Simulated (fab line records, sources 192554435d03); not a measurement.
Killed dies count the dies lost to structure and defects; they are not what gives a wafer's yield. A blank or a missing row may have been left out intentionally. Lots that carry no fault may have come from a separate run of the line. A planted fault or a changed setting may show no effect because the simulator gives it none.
Comparing a struck lot with a sound one / flow n5Finfet / 15 out of 1938 route steps
Sound: the wafers L475.1, L475.2, L475.4. Struck: wafers L481.1, L481.5. (L481.4 of the same lot was not struck and is left out.) The cause comes at the end.
Per side, at each step with rows, come the tool, then ch with its chambers, and then its first start. Under that, the readings that differ: sound wafers / struck wafers / difference of the means / sigmas: that difference in standard deviations of wafers without a fault.
alike: a reading whose means differ by less than 2 such deviations, as well as words and numbers matching on both sides. not compared: withheld readings; readings where some wafer has no value; bounds like >300 that might hide an equal value; numbers whose values overlap and for which the record gives no deviation.
A row with sigmas, a row that says differs or no value, or rows on one side alone: a step with any of these is where the two part. When numbers do not overlap yet have no deviation, they are printed without sigmas and do not part them. A reading that every wafer of one side lacks parts them only if that side has two wafers or more.

first, 7 steps without rows for these wafers: N5_BEOL_M2_COAT_73 (time 60 s, resist thk 5 nm); N5_BEOL_M2_COAT_05 (resist thk 30 nm); N5_BEOL_M2_EBR_07; N5_BEOL_M2_SOFTBAKE_06 (time 60 s); N5_BEOL_M2_EXPOSE_08 (exposes mask M2); N5_BEOL_M2_PEB_09 (peb time 60 s); N5_BEOL_M2_DEVELOP_10 (develop time 30 s).
N5_BEOL_M2_CD_MEAS_11: the cd target is 16.79 nm.
  sound on cdSem-01 ch 0, day 9 19:56; struck on cdSem-01 ch 0, day 11 04:52
  alike: cdNm
N5_BEOL_M2_OVL_MEAS_12:
  sound on overlay-02 ch 0, day 9 19:58; struck on overlay-01 ch 0, day 11 04:54
  alike: M2_OVL
N5_BEOL_M2_INSPECT_13: inspects for defects (brightfield).
  struck on defectInspect-01, day 11 04:58; sound on defectInspect-01, day 9 20:01
  alike: rawDefectCount
N5_BEOL_M2_DESCUM_16: chemistry O2, time 7 s.
  sound on rieDiel-04 ch 0,2,3, day 9 20:16; struck on rieDiel-01 ch 2,3, day 11 05:53
reading=showerheadPlenumPTorr (Torr); sound=2.17 2.22 2.16; struck=2.09 2.03; difference=-0.12; sigmas=-2
  alike: drypumpMotorCurrentA, oesProductAu, rfVppV, throttleValvePct
  not compared: rfHoursCounterH
N5_BEOL_M2_ETCH_74: etches underlayer in N2/H2, target depth 6.5 nm, time 5.2 s.
  sound on rieDiel-04 ch 0,2,3, day 9 20:18; struck on rieDiel-01 ch 2,3, day 11 05:55
reading=showerheadPlenumPTorr (Torr); sound=2.63 2.71 2.62; struck=2.54 2.47; difference=-0.15; sigmas=-2
  alike: drypumpMotorCurrentA, etchRfOnTimeS, oesProductAu, rfVppV, throttleValvePct
  not compared: rfHoursCounterH
N5_BEOL_M2_ETCH_63: etches SiARC in CF4, target depth 15.6 nm, time 26 s.
  sound on rieDiel-04 ch 0,2,3, day 9 20:19; struck on rieDiel-01 ch 2,3, day 11 05:56
reading=etchRfOnTimeS (s); sound=26.06 25.76 26.06; struck=16.81 16.47; difference=-9.32; sigmas=-32
reading=oesProductAu (a.u.); sound=0.63 0.79 0.60; struck=0.83 0.93; difference=+0.21; sigmas=+4
reading=showerheadPlenumPTorr (Torr); sound=2.21 2.27 2.20; struck=2.15 2.08; difference=-0.11; sigmas=-2
  alike: drypumpMotorCurrentA, rfVppV, throttleValvePct
  not compared: rfHoursCounterH
N5_BEOL_M2_ETCH_64: etches SOC in N2/H2, target depth 75 nm, overetch 22.5 nm, time 121.9 s.
  sound on rieDiel-04 ch 0,2,3, day 9 20:20; struck on rieDiel-01 ch 2,3, day 11 05:58
reading=rfVppV (V); sound=526.7 526.9 526.8; struck=523.1 521.5; difference=-4.5; sigmas=-2
reading=showerheadPlenumPTorr (Torr); sound=2.63 2.71 2.62; struck=2.54 2.47; difference=-0.15; sigmas=-2
  alike: drypumpMotorCurrentA, oesProductAu, throttleValvePct
  not compared: rfHoursCounterH
N5_BEOL_M4_RC_MEAS_101:
  sound on prober-02 ch 0, day 11 11:06; struck on prober-02 ch 0, day 12 23:37
reading=ION_P (uA/um); sound=474 475 478; struck=457 457; difference=-19; sigmas=-3
  alike: DIBL_N, DIBL_P, IOFF_N, IOFF_P, ION_N, SS_N, SS_P, VT_N, VT_P

== WHERE THEY PART ==
First at N5_BEOL_M2_DESCUM_16; last, within this record, at N5_BEOL_M4_RC_MEAS_101.

WHY: the cause the simulator had injected
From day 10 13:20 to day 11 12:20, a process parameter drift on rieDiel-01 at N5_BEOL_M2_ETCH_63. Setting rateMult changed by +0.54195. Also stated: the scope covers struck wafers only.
